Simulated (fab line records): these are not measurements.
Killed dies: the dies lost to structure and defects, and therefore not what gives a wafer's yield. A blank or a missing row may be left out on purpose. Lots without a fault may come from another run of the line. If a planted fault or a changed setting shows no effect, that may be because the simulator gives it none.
The tool behind it: which one?	flow n5-finfet	10 lots with 30 wafers sampled at 5 steps, on a route of 1938 steps

## WHAT EACH GAUGE READ, for each wafer
N5_WELL_APT_CD_MEAS_08: target cd 200 nm.
lot	measured	on	cd-nm (nm)
L275	day 1 19:37	cd-sem-03	199.3 196.7 197.3
L278	day 2 13:40	cd-sem-02	200.9 200.0 204.9
L281	day 3 07:41	cd-sem-02	196.4 201.2 199.2
L282	day 3 14:13	cd-sem-01	201.7 197.5 201.2
L284	day 4 01:50	cd-sem-01	204.3 203.2 206.5
L285	day 4 07:41	cd-sem-02	203.2 198.1 198.2
L288	day 5 01:50	cd-sem-03	197.4 199.7 197.7
L292	day 6 01:41	cd-sem-01	199.8 198.1 203.0
L294	day 6 18:06	cd-sem-02	198.8 199.8 200.8
L296	day 7 01:41	cd-sem-03	202.3 200.5 198.9

N5_PMOS_HMC_CHANNEL_EPI_CD_MEAS_09: target cd 237.4 nm.
lot	measured	on	cd-nm (nm)
L275	day 1 23:07	cd-sem-02	237.1 238.9 239.1
L278	day 2 18:08	cd-sem-02	235.8 237.4 236.2
L281	day 3 12:53	cd-sem-03	238.1 237.3 237.6
L282	day 3 18:03	cd-sem-02	236.7 237.7 237.1
L284	day 4 05:18	cd-sem-02	239.8 238.6 238.0
L285	day 4 11:10	cd-sem-03	238.0 237.4 239.9
L288	day 5 05:09	cd-sem-01	238.6 238.8 236.3
L292	day 6 05:22	cd-sem-01	237.3 236.0 236.4
L294	day 6 21:27	cd-sem-03	235.9 238.5 238.5
L296	day 7 05:23	cd-sem-01	237.5 237.5 237.4

N5_BEOL_M4_RC_MEAS_101.
lot	measured	on	DIBL_N (mV/V)	DIBL_P (mV/V)	IOFF_N (nA/um)	IOFF_P (nA/um)	ION_N (uA/um)	ION_P (uA/um)	SS_N (mV/dec)	SS_P (mV/dec)	VT_N (mV)	VT_P (mV)
L275	day 10 12:04	prober-02	34.6 40.1 36.5	36 42 38	0.13 0.26 0.17	0.18 0.29 0.22	657 688 667	448 468 459	70.1 72.2 72.0	72.9 74.8 72.7	253 242 249	-255 -245 -251
L278	day 12 18:28	prober-02	40.6 38.6 39.5	39 38 37	0.20 0.19 0.19	0.30 0.30 0.26	661 674 692	466 477 475	73.0 71.6 71.4	74.1 74.0 73.9	248 247 248	-244 -243 -247
L281	day 12 01:53	prober-02	37.1 38.0 34.7	39 41 37	0.18 0.21 0.14	0.24 0.29 0.21	674 686 667	463 476 463	72.0 71.8 70.5	74.2 74.3 73.3	250 249 252	-248 -247 -247
L282	day 12 21:09	prober-02	40.1 41.5 40.5	41 40 39	0.23 0.26 0.26	0.33 0.32 0.30	688 700 686	477 475 470	71.7 73.2 71.8	74.0 74.5 74.3	246 243 242	-242 -243 -246
L284	day 14 00:48	prober-02	35.7 35.8 34.1	36 39 35	0.15 0.15 0.13	0.21 0.27 0.20	657 663 658	456 469 461	70.7 71.8 71.4	73.2 73.0 72.5	250 251 253	-249 -248 -252
L285	day 13 06:21	prober-02	36.6 35.2 36.7	37 37 37	0.17 0.15 0.16	0.21 0.21 0.21	681 683 671	462 474 460	72.2 71.9 71.5	73.4 73.5 73.6	250 251 250	-248 -249 -251
L288	day 14 04:21	prober-02	38.4 38.2 38.4	40 39 41	0.22 0.21 0.22	0.28 0.25 0.30	711 687 685	479 465 471	72.2 71.8 72.6	73.7 73.8 74.4	246 247 246	-248 -250 -246
L292	day 15 15:47	prober-01	32.3 36.0 32.8	34 38 34	0.11 0.17 0.12	0.17 0.25 0.18	661 662 671	452 461 469	70.5 72.2 70.6	71.0 74.0 71.9	253 247 254	-252 -248 -252
L294	day 15 15:13	prober-02	38.0 33.1 35.1	38 34 35	0.18 0.10 0.13	0.25 0.17 0.18	675 655 666	464 458 455	72.1 70.9 71.4	73.6 73.0 73.5	250 258 253	-248 -255 -253
L296	day 16 07:49	prober-02	36.5 37.0 38.3	39 39 41	0.19 0.19 0.23	0.26 0.26 0.30	704 674 700	484 462 477	71.2 72.0 71.3	74.6 73.8 74.7	244 248 245	-243 -248 -248

## TOOL THAT RAN EACH LOT (tool first, then ch and the chambers of the sampled wafers, then the start)
lot	N5_PMOS_HMC_CHANNEL_EPI_COAT_31	N5_PMOS_HMC_CHANNEL_EPI_ETCH_38
L275	litho-track-04 ch 0, day 1 22:54	rie-si-06 ch 1,2, day 1 23:52
L278	litho-track-03 ch 0, day 2 17:47	rie-si-06 ch 1,2,3, day 2 18:51
L281	litho-track-05 ch 0, day 3 12:40	rie-si-05 ch 1,3, day 3 13:47
L282	litho-track-05 ch 0, day 3 17:42	rie-si-06 ch 0,2,3, day 3 18:35
L284	litho-track-05 ch 0, day 4 04:57	rie-si-06 ch 0,3, day 4 05:49
L285	litho-track-05 ch 0, day 4 10:49	rie-si-06 ch 1,2,3, day 4 11:41
L288	litho-track-03 ch 0, day 5 04:53	rie-si-05 ch 0,2,3, day 5 05:40
L292	litho-track-03 ch 0, day 6 05:01	rie-si-06 ch 0,1, day 6 05:53
L294	litho-track-03 ch 0, day 6 21:06	rie-si-05 ch 0,1,2, day 6 21:58
L296	litho-track-03 ch 0, day 7 05:02	rie-si-06 ch 0,2,3, day 7 05:55
- N5_PMOS_HMC_CHANNEL_EPI_COAT_31: time 60 s, resist thk 66 nm.
- N5_PMOS_HMC_CHANNEL_EPI_ETCH_38: etches SiO2 in CF4, target depth 1.5 nm.

## AS READ BY THE TOOLS THEMSELVES (means over the sampled wafers that have a number; for cases with no such wafer, the mark the record gives instead)
N5_PMOS_HMC_CHANNEL_EPI_COAT_31.
lot	tool	heater-power-total-W (W)	plate-temp-C (C)
L275	litho-track-04	390.4	204.77
L278	litho-track-03	392.0	205.24
L281	litho-track-05	390.8	205.14
L282	litho-track-05	391.5	204.88
L284	litho-track-05	408.6	212.33
L285	litho-track-05	408.8	212.53
L288	litho-track-03	392.7	205.14
L292	litho-track-03	391.2	204.94
L294	litho-track-03	393.1	205.00
L296	litho-track-03	391.7	204.75

N5_PMOS_HMC_CHANNEL_EPI_ETCH_38.
lot	tool	chamber-pressure-mTorr (mTorr)	drypump-motor-current-A (A)	oes-product-au (a.u.)	throttle-valve-pct (%)
L275	rie-si-06	9.999	5.2	0.997	21.86
L278	rie-si-06	10.008	5.6	0.991	21.78
L281	rie-si-05	10.001	5.7	0.988	21.55
L282	rie-si-06	9.995	5.7	1.007	21.78
L284	rie-si-06	10.010	6.2	1.002	21.71
L285	rie-si-06	9.992	5.6	0.999	21.79
L288	rie-si-05	10.003	6.0	1.025	21.58
L292	rie-si-06	9.991	5.7	1.036	21.57
L294	rie-si-05	10.012	6.0	1.021	21.74
L296	rie-si-06	9.991	5.7	1.012	21.87

## THE ANSWER, worked out from the rows above alone
Rule: the usual values come from the lots themselves. The widest of any qualifying gaps counts: lots, ordered by their means at a reading, are off when they make up no more than a third of the lots, leave a main group of 4 or more, and stand apart from it by 3 or more times the standard deviation of that group's means. The tables above print the reading to a certain number of digits; a main group whose means all agree to those digits is not used. A lot without any number at a reading at which 4 lots or more have one is off too. Where the step has rows for the other lots, those lots are counted as sound. Order of review: gauges by route order, followed by the tools' own readings, for which a lot's mean as printed above is used. At the first step where some lot is off, the reading lying furthest off is the one used; lots without a number count as furthest.
Off, at N5_PMOS_HMC_CHANNEL_EPI_COAT_31 on plate-temp-C: L284, L285. Main group: mean 204.98 C, sd 0.17.
If a tool, at that step or one of the process steps before it, ran each lot that is off and ran no sound lot following the first of them, it fits. One candidate fits, namely litho-track-05 at N5_PMOS_HMC_CHANNEL_EPI_COAT_31. A fault onset in the window from L282 (day 3 17:42, its last sound lot) to L284 (day 4 04:57, its first lot off) fits.
The tool's own readings at N5_PMOS_HMC_CHANNEL_EPI_COAT_31 bear it out: on the lots that are off they differ by more than 5 times the standard deviation of the sound lots' means. heater-power-total-W reads 408.7 W there against 391.7 W on the sound lots; plate-temp-C reads 212.43 C there against 204.98 C on the sound lots.

## WHAT HAD BEEN PUT IN BY THE SIMULATOR
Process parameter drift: litho-track-05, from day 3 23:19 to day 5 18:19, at N5_PMOS_HMC_CHANNEL_EPI_COAT_31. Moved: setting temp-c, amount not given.
Lots struck among those shown: L284, L285. This agrees with what the rule above found.
